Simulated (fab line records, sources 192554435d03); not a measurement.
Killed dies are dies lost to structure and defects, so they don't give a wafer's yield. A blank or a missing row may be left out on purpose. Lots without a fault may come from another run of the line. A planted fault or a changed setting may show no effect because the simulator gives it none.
Chamber matching | flow n5_finfet | N5_BEOL_M15_ETCH_57 on rie_diel-03: 4 sister chambers
The step etches SOC in N2/H2, time 750 s. 20 wafers are shown with their chamber, then 10 later ones without.

WAFERS WITH THEIR CHAMBER
wafer  | chamber | drypump_motor_current_A (A) | showerhead_plenum_p_Torr (Torr) | throttle_valve_pct (%)
L075.1 | 1       | 6.1                         | 2.64                            | 17.88
L075.3 | 3       | 6.4                         | 2.69                            | 17.42
L075.6 | 2       | 5.5                         | 2.51                            | 18.05
L079.1 | 2       | 5.5                         | 2.51                            | 18.06
L079.4 | 1       | 6.1                         | 2.64                            | 17.87
L079.6 | 0       | 5.1                         | 2.42                            | 17.64
L077.1 | 2       | 5.5                         | 2.51                            | 18.07
L077.3 | 0       | 5.1                         | 2.42                            | 17.65
L077.6 | 3       | 6.4                         | 2.69                            | 17.43
L080.1 | 2       | 5.5                         | 2.51                            | 18.05
L080.3 | 0       | 5.2                         | 2.42                            | 17.65
L080.5 | 3       | 6.4                         | 2.69                            | 17.43
L088.1 | 1       | 6.1                         | 2.64                            | 17.89
L088.4 | 3       | 6.4                         | 2.68                            | 17.47
L088.6 | 1       | 6.1                         | 2.64                            | 17.90
L087.1 | 3       | 6.4                         | 2.68                            | 17.46
L087.2 | 1       | 6.1                         | 2.63                            | 17.90
L087.6 | 3       | 6.4                         | 2.68                            | 17.48
L089.2 | 2       | 5.5                         | 2.50                            | 18.10
L089.3 | 1       | 6.1                         | 2.63                            | 17.92

SIGNATURES (means of the wafers above)
reading                  | chamber 0 | chamber 1 | chamber 2 | chamber 3 | scatter within a chamber
drypump_motor_current_A  | 5.133     | 6.100     | 5.500     | 6.400     | 0.0204
showerhead_plenum_p_Torr | 2.4200    | 2.6367    | 2.5080    | 2.6850    | 0.00477
throttle_valve_pct       | 17.6467   | 17.8933   | 18.0660   | 17.4483   | 0.02
Rule: a wafer's distance from a chamber is the root of the sum, over the readings, of the square of ((its reading less the chamber's mean) divided by the reading's scatter). The wafer belongs to the nearest chamber; if the next one is less than 2 further off, it can't be placed. The scatter: the root of (the sum of the squares of (reading less its chamber's mean) over the shown wafers, divided by (wafers less chambers)).

WAFERS WITHOUT THEIR CHAMBER
wafer  | drypump_motor_current_A (A) | showerhead_plenum_p_Torr (Torr) | throttle_valve_pct (%)
L089.5 | 5.5                         | 2.50                            | 18.10
L094.1 | 6.1                         | 2.63                            | 17.91
L094.3 | 5.1                         | 2.41                            | 17.68
L094.4 | 6.1                         | 2.63                            | 17.93
L095.2 | 6.4                         | 2.67                            | 17.51
L095.3 | 5.5                         | 2.50                            | 17.70
L095.4 | 6.1                         | 2.63                            | 17.94
L097.2 | 6.4                         | 2.67                            | 17.52
L097.3 | 5.5                         | 2.50                            | 17.69
L097.4 | 5.2                         | 2.40                            | 17.71

WHICH CHAMBER EACH WENT THROUGH
wafer  | from the rows above | in truth
L089.5 | 2                   | 2
L094.1 | 1                   | 1
L094.3 | 0                   | 0
L094.4 | 1                   | 1
L095.2 | 3                   | 3
L095.3 | 2                   | 2
L095.4 | 1                   | 1
L097.2 | 3                   | 3
L097.3 | 2                   | 2
L097.4 | 0                   | 0
Placed correctly: 10 of 10. Can't be placed from these rows: 0. Placed wrongly: 0.
